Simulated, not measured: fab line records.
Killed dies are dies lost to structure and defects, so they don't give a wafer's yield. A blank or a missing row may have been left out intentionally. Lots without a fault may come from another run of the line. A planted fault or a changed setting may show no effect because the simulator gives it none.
fab line records || flow n5Finfet
record {"lots": 4, "wafers": 12, "lastDay": 16}
route steps=1938 shown BEOL_M13@1661 PASSIVATION@1936
lots untouched by any fault: they come from a run of this same line in which no faults occurred
startH: hours from the record's opening day to when the first of the lot's shown wafers began || waitH: time in hours since the lot's previous step || " repeats the value in the row above || L1.1+2: one row covering several wafers at once || - value missing, or start not given || * or withheld: withheld || < > ~ a bound
route shown NAME@n: names a module that has steps shown in the file, with the first one's number in the route || usual: mean and standard deviation over wafers with no fault || same: alike in all rows || chamber/n: place in a boat || sites: the reading at each site || _std_site: the values' standard deviation || _edge_site: outer sites' mean less inner sites' || radiusMm: how far each site lies from the wafer's centre || mask NAME#n: copy n || behind: the last tool/chamber to shape the wafer || hold: what put the lot on hold/how long, in hours/how the hold closed || device: the n, p or np transistor that did not switch || end of line: tests run on the same wafers once the route is complete || for a step that has no rows: nothing shown but its recipe || killed: not the wafer's yield, but the dies lost to structure and defects at the first sort || map: dies across one wafer; x = killed, . = not, _ = none there
set.NAME: the setting the step ran with; set.NAME@STEP: the setting that earlier step ran with || model.NAME: the simulator's own value behind a step, which no gauge read
certain route steps with their lots: each step a table, each wafer a row
services: the hour from which a tool's chamber was out of use, counted from the record's first day as startH (under 0 if before that day), plus the number of hours and why
## steps
# step N5_BEOL_M13_COAT_58
# recipe {"resist": "BARC", "tempC": 205, "timeS": 60, "spinRpm": 1500, "resistThkNm": 89}
# step N5_BEOL_M13_COAT_04
# recipe {"spinRpm": 1625, "resistThkNm": 400}
# step N5_BEOL_M13_EBR_06
# recipe {"solvent": "PGMEA", "ebrWidthMm": 1.5}
# step N5_BEOL_M13_SOFTBAKE_05
# recipe {"tempC": 130, "timeS": 60}
# step N5_BEOL_M13_EXPOSE_07
# recipe {"maskId": "V12", "na": 0.93, "sourceShape": "conventional", "sigmaOuter": 0.6, "polarization": "unpolarized", "attpsmPhaseDeg": 180, "doseMj": 24.8}
# step N5_BEOL_M13_PEB_08
# recipe {"pebTempC": 130, "pebTimeS": 90}
# step N5_BEOL_M13_DEVELOP_09
# recipe {"developTimeS": 45, "rinseLiquid": "diw", "dry": "airSpin", "devTempC": 21}
# step N5_BEOL_M13_HARDBAKE_14
# recipe {"tempC": 130, "timeS": 120}
# step N5_BEOL_M13_DESCUM_15
# recipe {"chemistry": "O2", "timeS": 7.9, "sourcePowerW": 50, "biasPowerW": 20, "pressureMtorr": 20, "rfFrequencyHz": 2.712e+07, "tempC": 40, "o2FlowSccm": 225}
# step N5_BEOL_M13_ETCH_59
# recipe {"chemistry": "N2/H2", "target": "BARC", "targetDepthA": 890, "overetchA": 267, "timeS": 67.9, "ionEnergyEv": 200, "pressureMtorr": 30, "sourceW": 840, "biasW": 150, "n2FlowSccm": 200, "h2FlowSccm": 200}
# usual {"biasW": "150.0/0.46", "drypumpMotorCurrentA": "5.7/0.3", "n2FlowSccm": "200.0/0.53", "oesProductAu": "0.71/0.051", "rfVppV": "524.6/1.8", "showerheadPlenumPTorr": "2.56/0.062", "throttleValvePct": "17.62/0.28"}
{"lot.wafer": "L104.1", "tool": "rieDiel-04", "chamber": 3, "startH": 246.52, "waitH": 0.0, "biasW": 149.3, "drypumpMotorCurrentA": 6.1, "n2FlowSccm": 200.1, "oesProductAu": 0.67, "rfHoursCounterH": 131, "rfVppV": 524.9, "showerheadPlenumPTorr": 2.52, "throttleValvePct": 17.25}
{"lot.wafer": "L104.4", "tool": "rieDiel-04", "chamber": 1, "startH": 246.52, "waitH": 0.0, "biasW": 148.2, "drypumpMotorCurrentA": 4.9, "n2FlowSccm": 200.3, "oesProductAu": 0.62, "rfHoursCounterH": 188, "rfVppV": 525.7, "showerheadPlenumPTorr": 2.65, "throttleValvePct": 17.79}
{"lot.wafer": "L104.5", "tool": "rieDiel-04", "chamber": 0, "startH": 246.52, "waitH": 0.0, "biasW": 150.9, "drypumpMotorCurrentA": 5.4, "n2FlowSccm": 199.0, "oesProductAu": 0.63, "rfHoursCounterH": "-", "rfVppV": 525.9, "showerheadPlenumPTorr": 2.62, "throttleValvePct": 17.79}
{"lot.wafer": "L108.1", "tool": "rieDiel-01", "chamber": 2, "startH": 264.77, "waitH": 0.0, "biasW": 149.6, "drypumpMotorCurrentA": 5.8, "n2FlowSccm": 198.1, "oesProductAu": 0.72, "rfHoursCounterH": 60, "rfVppV": 523.1, "showerheadPlenumPTorr": 2.47, "throttleValvePct": 17.95}
{"lot.wafer": "L108.3", "tool": "rieDiel-01", "chamber": 0, "startH": 264.77, "waitH": 0.0, "biasW": 150.2, "drypumpMotorCurrentA": 5.7, "n2FlowSccm": 200.7, "oesProductAu": 0.80, "rfHoursCounterH": 4, "rfVppV": 522.0, "showerheadPlenumPTorr": 2.48, "throttleValvePct": 17.38}
{"lot.wafer": "L108.5", "tool": "rieDiel-01", "chamber": 1, "startH": 264.77, "waitH": 0.0, "biasW": 150.1, "drypumpMotorCurrentA": 5.7, "n2FlowSccm": 200.4, "oesProductAu": 0.71, "rfHoursCounterH": "-", "rfVppV": 527.5, "showerheadPlenumPTorr": 2.68, "throttleValvePct": 17.99}
{"lot.wafer": "L122.1", "tool": "rieDiel-01", "chamber": 0, "startH": 351.29, "waitH": 0.0, "biasW": 150.3, "drypumpMotorCurrentA": 5.6, "n2FlowSccm": 201.0, "oesProductAu": 0.74, "rfHoursCounterH": 34, "rfVppV": 521.4, "showerheadPlenumPTorr": 2.47, "throttleValvePct": 17.42}
{"lot.wafer": "L122.3", "tool": "rieDiel-01", "chamber": 2, "startH": 351.29, "waitH": 0.0, "biasW": 150.0, "drypumpMotorCurrentA": 5.8, "n2FlowSccm": 199.4, "oesProductAu": 0.70, "rfHoursCounterH": 87, "rfVppV": 521.1, "showerheadPlenumPTorr": 2.46, "throttleValvePct": 18.00}
{"lot.wafer": "L122.5", "tool": "rieDiel-01", "chamber": 3, "startH": 351.29, "waitH": 0.0, "biasW": 149.7, "drypumpMotorCurrentA": 6.2, "n2FlowSccm": 199.9, "oesProductAu": 0.73, "rfHoursCounterH": "-", "rfVppV": 523.0, "showerheadPlenumPTorr": 2.49, "throttleValvePct": 17.63}
{"lot.wafer": "L123.3", "tool": "rieDiel-01", "chamber": 1, "startH": 361.44, "waitH": 0.0, "biasW": 150.2, "drypumpMotorCurrentA": 5.8, "n2FlowSccm": 198.7, "oesProductAu": 0.68, "rfHoursCounterH": 116, "rfVppV": 528.2, "showerheadPlenumPTorr": 2.67, "throttleValvePct": 18.05}
{"lot.wafer": "L123.5", "tool": "rieDiel-01", "chamber": 0, "startH": 361.44, "waitH": 0.0, "biasW": 151.0, "drypumpMotorCurrentA": 5.6, "n2FlowSccm": 200.7, "oesProductAu": 0.74, "rfHoursCounterH": "-", "rfVppV": 522.4, "showerheadPlenumPTorr": 2.47, "throttleValvePct": 17.42}
{"lot.wafer": "L123.6", "tool": "rieDiel-01", "chamber": 1, "startH": 361.44, "waitH": 0.0, "biasW": 150.8, "drypumpMotorCurrentA": 5.7, "n2FlowSccm": 200.0, "oesProductAu": 0.67, "rfHoursCounterH": "-", "rfVppV": 527.9, "showerheadPlenumPTorr": 2.67, "throttleValvePct": 18.05}
# step N5_BEOL_M13_VIA_ETCH_16
# recipe {"chemistry": "C4F8/O2/Ar", "target": "SiOC", "pressureMtorr": 30, "sourceW": 3000, "biasW": 700, "Ar_flow_sccm": 400, "C4F8_flow_sccm": 15, "O2_flow_sccm": 8, "heInnerTorr": 15, "heOuterTorr": 30, "targetDepthA": 9217, "timeS": "withheld", "ionEnergyEv": 250, "ends": "cleared"}
# step N5_BEOL_M13_STRIP_63
# recipe {"chemistry": "N2/H2", "powerW": 1000, "tempC": 250, "h2Frac": 0.65, "overashFraction": 0.3, "pressureMtorr": 1000, "n2FlowSccm": 1750, "h2FlowSccm": 3250}
# step N5_BEOL_M13_STRIP_64
# recipe {"chemistry": "N2/H2", "powerW": 1000, "tempC": 250, "h2Frac": 0.65, "overashFraction": 0.3, "pressureMtorr": "withheld", "n2FlowSccm": 1750, "h2FlowSccm": 3250}
# step N5_BEOL_M13_STRIP_71
# recipe {"chemistry": "postEtchResidueRemover", "timeS": 60, "tempC": 25, "removerPh": "withheld", "removerWaterWtPct": "withheld", "removerFluorideWtPct": "withheld"}
# step N5_BEOL_M13_SRD_72
# recipe {"timeS": 30, "tempC": 23, "rinseLiquid": "diw", "dry": "n2Spin", "spinRpm": 1500, "dryTimeS": 30}
# step N5_BEOL_M13_COAT_65
# recipe {"resist": "SOC", "tempC": 250, "timeS": 60, "spinRpm": 1500, "resistThkNm": 350}
# step N5_BEOL_M13_COAT_66
# recipe {"resist": "SiARC", "tempC": 220, "timeS": 60, "spinRpm": 1500, "resistThkNm": 110}
# step N5_BEOL_M13_COAT_22
# recipe {"spinRpm": 2888, "resistThkNm": 300}
# step N5_BEOL_M13_EBR_24
# recipe {"solvent": "PGMEA", "ebrWidthMm": 1.5}
# step N5_BEOL_M13_SOFTBAKE_23
# recipe {"tempC": 130, "timeS": 60}
# step N5_BEOL_M13_EXPOSE_25
# recipe {"maskId": "M13", "na": 0.93, "sourceShape": "conventional", "sigmaOuter": 0.4, "polarization": "unpolarized", "targetCdNm": 210, "doseMj": 22}
# step N5_BEOL_M13_PEB_26
# recipe {"pebTempC": 130, "pebTimeS": 90}
# step N5_BEOL_M13_DEVELOP_27
# recipe {"developTimeS": 45, "rinseLiquid": "diw", "dry": "airSpin", "devTempC": 21}
# step N5_BEOL_M13_HARDBAKE_32
# recipe {"tempC": 130, "timeS": 120}
# step N5_BEOL_M13_INSPECT_30
# recipe {"mode": "adi", "inspectInstrument": "macro"}
# usual {"rawDefectCount": "1.9/1.3"}
{"lot.wafer": "L104.1", "tool": "defectInspect-02", "chamber": "-", "startH": 247.41, "waitH": 0.0, "rawDefectCount": 1}
{"lot.wafer": "L104.4", "tool": "defectInspect-02", "chamber": "-", "startH": 247.41, "waitH": 0.0, "rawDefectCount": 5}
{"lot.wafer": "L104.5", "tool": "defectInspect-02", "chamber": "-", "startH": 247.41, "waitH": 0.0, "rawDefectCount": 1}
{"lot.wafer": "L108.1", "tool": "defectInspect-02", "chamber": "-", "startH": 265.77, "waitH": 0.0, "rawDefectCount": 5}
{"lot.wafer": "L108.3", "tool": "defectInspect-02", "chamber": "-", "startH": 265.77, "waitH": 0.0, "rawDefectCount": 2}
{"lot.wafer": "L108.5", "tool": "defectInspect-02", "chamber": "-", "startH": 265.77, "waitH": 0.0, "rawDefectCount": 0}
{"lot.wafer": "L122.1", "tool": "defectInspect-02", "chamber": "-", "startH": 352.16, "waitH": 0.0, "rawDefectCount": ">300"}
{"lot.wafer": "L122.3", "tool": "defectInspect-02", "chamber": "-", "startH": 352.16, "waitH": 0.0, "rawDefectCount": 1}
{"lot.wafer": "L122.5", "tool": "defectInspect-02", "chamber": "-", "startH": 352.16, "waitH": 0.0, "rawDefectCount": 0}
{"lot.wafer": "L123.3", "tool": "defectInspect-02", "chamber": "-", "startH": 362.32, "waitH": 0.0, "rawDefectCount": 2}
{"lot.wafer": "L123.5", "tool": "defectInspect-02", "chamber": "-", "startH": 362.32, "waitH": 0.0, "rawDefectCount": ">300"}
{"lot.wafer": "L123.6", "tool": "defectInspect-02", "chamber": "-", "startH": 362.32, "waitH": 0.0, "rawDefectCount": 1}
# step N5_BEOL_M13_DESCUM_33
# recipe {"chemistry": "O2", "timeS": 7.9, "sourcePowerW": 50, "biasPowerW": 20, "pressureMtorr": 20, "rfFrequencyHz": 2.712e+07, "tempC": 40, "o2FlowSccm": 225}
# step N5_PASSIVATION_PROBE_49
# usual {"defectLimitedYield": "91.4/1.4", "killed_at_M0_to_M3": "34/8.9", "killed_at_M4_up": "13/4.6", "killedAtContacts": "12/5.5", "killedAtFrontEnd": "41/11", "killedAtOther": "3.1/2.9", "killedDies": "102/16", "killedOnRim": "13/4.2", "killedOpen": "66/11", "killedShort": "34/7.6", "sort_bin_4_leakage": "0.01/0.14", "sort_bin_5_function": "5.1/0.89", "sort_bin_6_memory": "3.2/0.61", "sort_bin_8_speed": "0.02/0.12", "sortNPass": "1078/16", "sortYieldPct": "91.3/1.4"}
# same {"grossDies": 1180, "killedAtBackSide": 0}
{"lot.wafer": "L108.1", "tool": "prober-01", "chamber": "-", "startH": 297.23, "waitH": 0.0, "defectLimitedYield[%]": 92.0, "killed_at_M0_to_M3": 25, "killed_at_M4_up": 14, "killedAtContacts": 4, "killedAtFrontEnd": 44, "killedAtOther": 7, "killedDies": 94, "killedOnRim": 9, "killedOpen": 57, "killedShort": 35, "sort_bin_4_leakage[%]": 0, "sort_bin_5_function[%]": 4.8, "sort_bin_6_memory[%]": 2.6, "sort_bin_8_speed[%]": 0, "sortNPass": 1086, "sortYieldPct[%]": 92.0}
{"lot.wafer": "L108.3", "tool": "prober-01", "chamber": "-", "startH": 297.33, "waitH": 0.1, "defectLimitedYield[%]": 91.5, "killed_at_M0_to_M3": 32, "killed_at_M4_up": 13, "killedAtContacts": 12, "killedAtFrontEnd": 40, "killedAtOther": 3, "killedDies": 100, "killedOnRim": 12, "killedOpen": 64, "killedShort": 35, "sort_bin_4_leakage[%]": 0, "sort_bin_5_function[%]": 4.9, "sort_bin_6_memory[%]": 3.4, "sort_bin_8_speed[%]": 0.08, "sortNPass": 1080, "sortYieldPct[%]": 91.5}
{"lot.wafer": "L108.5", "tool": "prober-01", "chamber": "-", "startH": 297.43, "waitH": 0.2, "defectLimitedYield[%]": 91.3, "killed_at_M0_to_M3": 28, "killed_at_M4_up": 18, "killedAtContacts": 15, "killedAtFrontEnd": 41, "killedAtOther": 1, "killedDies": 103, "killedOnRim": 12, "killedOpen": 62, "killedShort": 39, "sort_bin_4_leakage[%]": 0, "sort_bin_5_function[%]": 5.4, "sort_bin_6_memory[%]": 3.1, "sort_bin_8_speed[%]": 0, "sortNPass": 1077, "sortYieldPct[%]": 91.3}
{"lot.wafer": "L122.1", "tool": "prober-01", "chamber": "-", "startH": 380.91, "waitH": 0.0, "defectLimitedYield[%]": 90.8, "killed_at_M0_to_M3": 18, "killed_at_M4_up": 56, "killedAtContacts": 7, "killedAtFrontEnd": 26, "killedAtOther": 1, "killedDies": 108, "killedOnRim": 26, "killedOpen": 44, "killedShort": 17, "sort_bin_4_leakage[%]": 0, "sort_bin_5_function[%]": 5.8, "sort_bin_6_memory[%]": 2.5, "sort_bin_8_speed[%]": 0, "sortNPass": 1072, "sortYieldPct[%]": 90.8}
{"lot.wafer": "L122.3", "tool": "prober-01", "chamber": "-", "startH": 381.01, "waitH": 0.1, "defectLimitedYield[%]": 90.3, "killed_at_M0_to_M3": 26, "killed_at_M4_up": 13, "killedAtContacts": 15, "killedAtFrontEnd": 59, "killedAtOther": 1, "killedDies": 114, "killedOnRim": 11, "killedOpen": 74, "killedShort": 35, "sort_bin_4_leakage[%]": 0, "sort_bin_5_function[%]": 5.3, "sort_bin_6_memory[%]": 3.4, "sort_bin_8_speed[%]": 0, "sortNPass": 1066, "sortYieldPct[%]": 90.3}
{"lot.wafer": "L122.5", "tool": "prober-01", "chamber": "-", "startH": 381.11, "waitH": 0.2, "defectLimitedYield[%]": 92.2, "killed_at_M0_to_M3": 21, "killed_at_M4_up": 10, "killedAtContacts": 10, "killedAtFrontEnd": 46, "killedAtOther": 5, "killedDies": 92, "killedOnRim": 10, "killedOpen": 59, "killedShort": 31, "sort_bin_4_leakage[%]": 0, "sort_bin_5_function[%]": 4.2, "sort_bin_6_memory[%]": 3.0, "sort_bin_8_speed[%]": 0, "sortNPass": 1088, "sortYieldPct[%]": 92.2}
{"lot.wafer": "L123.5", "tool": "prober-02", "chamber": "-", "startH": 392.12, "waitH": 0.2, "defectLimitedYield[%]": 90.8, "killed_at_M0_to_M3": 23, "killed_at_M4_up": 49, "killedAtContacts": 8, "killedAtFrontEnd": 25, "killedAtOther": 4, "killedDies": 109, "killedOnRim": 22, "killedOpen": 43, "killedShort": 23, "sort_bin_4_leakage[%]": 0, "sort_bin_5_function[%]": 4.8, "sort_bin_6_memory[%]": 2.9, "sort_bin_8_speed[%]": 0, "sortNPass": 1071, "sortYieldPct[%]": 90.8}
# killed by level:class
L108.1 GATE_CUT:geometricParticle:open=10 GATE_CUT:geometricParticle:short=9 BEOL_M4:geometricParticle:open=6 FIN_SAQP:geometricParticle:short=5 STI_FIN_REVEAL:geometricParticle:open=5 BEOL_M0_SAQP:geometricParticle:open=5 BEOL_M3:geometricParticle:open=5 FIN_SAQP:geometricParticle:open=4
L108.3 STI_FIN_REVEAL:geometricParticle:open=12 BEOL_M0_SAQP:geometricParticle:open=10 MOL_CONTACT_COAG:geometricParticle:open=9 BEOL_M0_SAQP:geometricParticle:short=9 STI_FIN_REVEAL:geometricParticle:short=6 BEOL_M2:geometricParticle:open=5 FIN_SAQP:geometricParticle:short=4 GATE_CUT:geometricParticle:short=4
L108.5 MOL_CONTACT_COAG:geometricParticle:open=12 STI_FIN_REVEAL:geometricParticle:open=11 BEOL_M0_SAQP:geometricParticle:open=10 GATE_CUT:geometricParticle:short=9 BEOL_M4:geometricParticle:open=9 BEOL_M0_SAQP:geometricParticle:short=8 FIN_SAQP:geometricParticle:open=6 FIN_SAQP:geometricParticle:short=6
L122.1 BEOL_M13:unspecified=47 MOL_CONTACT_COAG:geometricParticle:open=7 GATE_CUT:geometricParticle:short=7 DUMMY_GATE:geometricParticle:open=7 BEOL_M0_SAQP:geometricParticle:open=5 BEOL_M2:geometricParticle:open=5 GATE_CUT:geometricParticle:open=4 STI_FIN_REVEAL:geometricParticle:open=2
L122.3 STI_FIN_REVEAL:geometricParticle:open=23 MOL_CONTACT_COAG:geometricParticle:open=10 DUMMY_GATE:geometricParticle:open=8 BEOL_M0_SAQP:geometricParticle:short=7 STI_FIN_REVEAL:geometricParticle:short=6 MOL_CONTACT_COAG:geometricParticle:short=5 BEOL_M0_SAQP:geometricParticle:open=5 HKMG_FIN:areaEtch=5
L122.5 STI_FIN_REVEAL:geometricParticle:open=15 STI_FIN_REVEAL:geometricParticle:short=11 MOL_CONTACT_COAG:geometricParticle:open=8 BEOL_M0_SAQP:geometricParticle:open=8 BEOL_M0_SAQP:geometricParticle:short=5 DUMMY_GATE:geometricParticle:open=5 PASS1_DEP:geometricParticle:open=4 STARTING-WAFER:geometricParticle:open=4
L123.5 BEOL_M13:unspecified=43 STI_FIN_REVEAL:geometricParticle:open=6 MOL_CONTACT_COAG:geometricParticle:open=6 BEOL_M0_SAQP:geometricParticle:short=6 BEOL_M0_SAQP:geometricParticle:open=5 BEOL_M3:geometricParticle:open=5 STI_FIN_REVEAL:geometricParticle:short=3 GATE_CUT:geometricParticle:open=3
# map L122.3 (x killed, . not)
_________________.x..........________________
______________........x........._____________
___________....x.................x.__________
__________...............x.....xx..._________
________x....................x......x._______
_______..............x....x............______
______..x....x......x....x........x....._____
_____.....x......x...x......x.....x......____
____.............x........x.............x.___
___.........................xx.....x......x__
___.xx...x.........x......xx...........x...__
__.............x.......x....x..............._
__.......................x..x..............._
_...................................x........
_.x....x.x.......x....x..............xx..xx..
_.....x..............x.x.....................
_..x.x.x..........x.xx...x.x..x..............
_.....................x......................
_...x..........xx........x.x.................
_............x..x.............x.........x....
_.................x..x....xx.................
__....................................x....._
__..x....x.................................._
___...x.x..........xx...x.x.............xx.__
___.............x.........x..........xx....__
____......................x....xxx........___
_____xx..............x...................____
______..................xx..x..........._____
_______........x................xx.....______
________..x.x..........x.x.........x.._______
__________........x................._________
___________......x.................__________
______________........x........._____________
_________________..........x.________________
# map L123.5 (x killed, . not)
_________________......x.....________________
______________.................._____________
___________x.......................__________
__________.........................._________
________....x....................x.x.._______
_______...x.....................x......______
______..x.............................x._____
_____................................x...____
____.....x..x.................x...........___
___............................x.......x...__
___.............x.....................x....__
__........x....x......x...............x....._
__................x........................._
_...........x.x...............x..............
_............................................
_.......x.......x...x..x...........x.........
_..............x......x...............x......
_x....x....................x.....x...xx......
_................................x...........
_............................................
_.................................x..........
__..........x..............................._
__...xx....................................._
___xxxxxx.......................x...x......__
___.xxxxx..x......x.....x....x..........x..__
____xxxxxxxx...............x..............___
_____xxxxxxx.x..x..x............x........____
______xxxxx..........................x.._____
_______xxxxx..x..x..............x......______
________xxx.xx........................_______
__________x........x..............x._________
___________x...x.............xx....__________
______________x................._____________
_________________............________________
## services
{"tool": "rieDiel-01", "chamber": 0, "startH": 229.39, "hours": "-", "kind": "clean"}
{"tool": "rieDiel-01", "chamber": 0, "startH": 229.39, "hours": "-", "kind": "consumableReplace:focusRing"}
{"tool": "rieDiel-01", "chamber": 0, "startH": 229.39, "hours": 20.3, "kind": "scheduledDown"}
{"tool": "rieDiel-01", "chamber": 0, "startH": 229.39, "hours": 20.3, "kind": "ventCycle"}
{"tool": "rieDiel-01", "chamber": 2, "startH": 241.99, "hours": 4.6, "kind": "repair"}
{"tool": "rieDiel-01", "chamber": 2, "startH": 279.08, "hours": 5.3, "kind": "repair"}
{"tool": "rieDiel-01", "chamber": 3, "startH": 339.32, "hours": 3.9, "kind": "repair"}
{"tool": "rieDiel-01", "chamber": 2, "startH": 358.50, "hours": 3.5, "kind": "repair"}
## key
firstSign {"step": "N5_BEOL_M13_INSPECT_30", "reading": "rawDefectCount", "direction": "up", "sigmas": "99+", "usual": 1.9, "struck": ">300"}
effect {"step": "N5_PASSIVATION_PROBE_49", "reading": "killed_at_M4_up", "direction": "up", "sigmas": 8.6, "usual": 13, "struck": 52}
moreKillsBornAt {"N5_BEOL_M13_ETCH_59@rieDiel-01": 90}
metAt N5_BEOL_M13_ETCH_59
struckWafers L122.1,L123.5
onsetBetween 264.77 351.29
fault {"kind": "chamberParticleSource", "tool": "rieDiel-01", "chamber": 0, "onsetH": 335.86, "steps": "N5_BEOL_M13_ETCH_59", "ratePerVisitCm2": 0.60122, "endH": 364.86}
